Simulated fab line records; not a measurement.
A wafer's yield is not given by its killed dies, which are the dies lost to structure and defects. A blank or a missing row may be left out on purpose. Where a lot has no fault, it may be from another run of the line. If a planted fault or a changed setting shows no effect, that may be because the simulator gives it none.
Matching of chambers -- flow nand_harc -- NHARC_P_M2_PRE_CLEAN_32 on pecvd-04: 3 sister chambers
The step time 12 s. 20 wafers are shown with their chamber, then 10 later ones without.

== WAFERS PAIRED WITH THEIR CHAMBERS ==
wafer,chamber,heater_power_w (W)
L074.2,2,578
L074.5,2,568
L074.6,0,753
L076.2,1,814
L076.4,2,652
L076.5,0,732
L077.2,2,552
L077.3,2,539
L077.6,1,759
L079.2,2,618
L079.4,1,833
L079.6,2,623
L084.3,1,788
L084.4,2,594
L084.5,2,617
L086.2,2,643
L086.3,1,796
L086.5,1,829
L092.2,2,581
L092.5,1,803

SIGNATURES (averages over the wafers above)
reading,chamber 0,chamber 1,chamber 2,scatter within a chamber
heater_power_w,742.50,803.14,596.82,32.2
Rule: for each reading, subtract the chamber's mean from the wafer's reading, divide by that reading's scatter and square the result; add these up over the readings and take the root, which gives the wafer's distance from the chamber. The wafer belongs to the nearest chamber; if the next one is less than 2 further off, it can't be placed. How the scatter is found: for the shown wafers, subtract from each reading the mean of its chamber, square and add these, divide the total by (wafers less chambers), then take the root.

== WAFERS WHOSE CHAMBER IS MISSING ==
wafer,heater_power_w (W)
L092.6,656
L093.1,651
L093.2,623
L093.4,647
L094.2,626
L094.4,691
L094.5,645
L095.2,647
L095.3,661
L095.6,664

== WHICH CHAMBER EACH WENT THROUGH ==
wafer,from the rows above,in truth
L092.6,can't be placed: 2 or 0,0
L093.1,can't be placed: 2 or 0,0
L093.2,2,2
L093.4,can't be placed: 2 or 0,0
L094.2,2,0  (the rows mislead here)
L094.4,can't be placed: 0 or 2 or 1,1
L094.5,can't be placed: 2 or 0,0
L095.2,can't be placed: 2 or 0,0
L095.3,can't be placed: 2 or 0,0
L095.6,can't be placed: 2 or 0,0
Placed correctly: 1 of 10. Can't be placed from these rows: 8 (the true chamber is among the candidates in 8). Placed wrongly: 1.
